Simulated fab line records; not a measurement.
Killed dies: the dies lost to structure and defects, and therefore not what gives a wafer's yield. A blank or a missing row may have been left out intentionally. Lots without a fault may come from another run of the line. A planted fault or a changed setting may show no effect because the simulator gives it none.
Shared-tool check / flow nandHarc / 12 lots and 36 wafers in the sample

== REASON IT WAS OPENED ==
On 1 of the 12 lots, a flag is raised at NHARC_P_ZERO_WELL_CD_MEAS_24 on the reading cdNm. No-fault wafers: 720.1 nm, standard deviation 1.3.
Rule: a lot is flagged when every wafer of it that has a number lies more than 4 standard deviations from that mean, or none has a number. All remaining lots are regarded as sound.

lot=L499; measured=day 2 08:34; on=cdSem-01; cdNm (nm), wafer by wafer=719.3 720.6 719.7; flag=
lot=L500; measured=day 2 18:52; on=cdSem-01; cdNm (nm), wafer by wafer=717.2 719.5 719.6; flag=
lot=L501; measured=day 3 04:37; on=cdSem-01; cdNm (nm), wafer by wafer=719.9 718.0 719.1; flag=
lot=L502; measured=day 3 14:35; on=cdSem-01; cdNm (nm), wafer by wafer=720.0 719.4 720.2; flag=
lot=L503; measured=day 4 00:40; on=cdSem-01; cdNm (nm), wafer by wafer=721.4 719.4 720.2; flag=
lot=L505; measured=day 4 22:22; on=cdSem-03; cdNm (nm), wafer by wafer=721.2 720.7 720.1; flag=
lot=L508; measured=day 6 02:36; on=cdSem-02; cdNm (nm), wafer by wafer=721.7 722.3 720.7; flag=
lot=L509; measured=day 6 12:28; on=cdSem-03; cdNm (nm), wafer by wafer=719.7 717.7 718.6; flag=
lot=L510; measured=day 6 22:55; on=cdSem-03; cdNm (nm), wafer by wafer=721.1 720.5 721.6; flag=
lot=L511; measured=day 7 08:38; on=cdSem-02; cdNm (nm), wafer by wafer=719.9 721.3 720.3; flag=
lot=L512; measured=day 7 18:46; on=cdSem-03; cdNm (nm), wafer by wafer=720.6 721.6 720.6; flag=
lot=L513; measured=day 8 04:35; on=cdSem-03; cdNm (nm), wafer by wafer=711.2 710.9 710.3; flag=FLAGGED
Average over the flagged lots: 710.8 nm; offset from the usual -9.3 nm, equal to -7 standard deviations.

== EACH LOT AND THE TOOL IT RAN ON ==
The record holds 1 process step before the reading, out of a route of 1302 steps. In each cell: the tool, then ch and the chambers that the sampled wafers went through, then the start.
lot=L499; flag=; NHARC_P_ZERO_WELL_EXPOSE_21=krfScanner-02 ch 0, day 2 08:25
lot=L500; flag=; NHARC_P_ZERO_WELL_EXPOSE_21=krfScanner-02 ch 0, day 2 18:43
lot=L501; flag=; NHARC_P_ZERO_WELL_EXPOSE_21=krfScanner-04 ch 0, day 3 04:28
lot=L502; flag=; NHARC_P_ZERO_WELL_EXPOSE_21=krfScanner-02 ch 0, day 3 14:26
lot=L503; flag=; NHARC_P_ZERO_WELL_EXPOSE_21=krfScanner-04 ch 0, day 4 00:31
lot=L505; flag=; NHARC_P_ZERO_WELL_EXPOSE_21=krfScanner-04 ch 0, day 4 22:13
lot=L508; flag=; NHARC_P_ZERO_WELL_EXPOSE_21=krfScanner-02 ch 0, day 6 02:26
lot=L509; flag=; NHARC_P_ZERO_WELL_EXPOSE_21=krfScanner-02 ch 0, day 6 12:18
lot=L510; flag=; NHARC_P_ZERO_WELL_EXPOSE_21=krfScanner-04 ch 0, day 6 22:46
lot=L511; flag=; NHARC_P_ZERO_WELL_EXPOSE_21=krfScanner-01 ch 0, day 7 08:28
lot=L512; flag=; NHARC_P_ZERO_WELL_EXPOSE_21=krfScanner-02 ch 0, day 7 18:36
lot=L513; flag=FLAGGED; NHARC_P_ZERO_WELL_EXPOSE_21=krfScanner-04 ch 0, day 8 04:25
What the steps here do:
- NHARC_P_ZERO_WELL_EXPOSE_21: exposes mask P NWELL, target cd 720 nm.
- NHARC_P_ZERO_WELL_CD_MEAS_24: target cd 720 nm.

== FLAGGED OVER TOTAL, TOOL BY TOOL (the gauges that took the reading come last) ==
step=NHARC_P_ZERO_WELL_EXPOSE_21; tool=krfScanner-01; lots run=1; flagged=0; share of the flagged lots=none; sound lots run after its first flagged lot=-
step=NHARC_P_ZERO_WELL_EXPOSE_21; tool=krfScanner-02; lots run=6; flagged=0; share of the flagged lots=none; sound lots run after its first flagged lot=-
step=NHARC_P_ZERO_WELL_EXPOSE_21; tool=krfScanner-04; lots run=5; flagged=1; share of the flagged lots=all; sound lots run after its first flagged lot=0
step=NHARC_P_ZERO_WELL_CD_MEAS_24; tool=cdSem-01; lots run=5; flagged=0; share of the flagged lots=none; sound lots run after its first flagged lot=-
step=NHARC_P_ZERO_WELL_CD_MEAS_24; tool=cdSem-02; lots run=2; flagged=0; share of the flagged lots=none; sound lots run after its first flagged lot=-
step=NHARC_P_ZERO_WELL_CD_MEAS_24; tool=cdSem-03; lots run=5; flagged=1; share of the flagged lots=all; sound lots run after its first flagged lot=0

== THE TABLE: WHAT IT ALLOWS ==
krfScanner-04 at NHARC_P_ZERO_WELL_EXPOSE_21 and cdSem-03 at NHARC_P_ZERO_WELL_CD_MEAS_24 are the 2 rows of the table that ran each flagged lot.
- krfScanner-04 at NHARC_P_ZERO_WELL_EXPOSE_21: 1 of its 5 lots flagged. A fault beginning between L510 (day 6 22:46), its last sound lot, and L513 (day 8 04:25), its first flagged one, fits the data.
- cdSem-03 at NHARC_P_ZERO_WELL_CD_MEAS_24: 1 of its 5 lots flagged. A fault beginning between L512 (day 7 18:46), its last sound lot, and L513 (day 8 04:35), its first flagged one, fits the data.
A lot count leaves these 2 tools indistinguishable: every one of them fits a fault beginning at some hour. More lots, or a look at what each step does to the wafer, might.

== WHAT WAS PUT IN BY THE SIMULATOR ==
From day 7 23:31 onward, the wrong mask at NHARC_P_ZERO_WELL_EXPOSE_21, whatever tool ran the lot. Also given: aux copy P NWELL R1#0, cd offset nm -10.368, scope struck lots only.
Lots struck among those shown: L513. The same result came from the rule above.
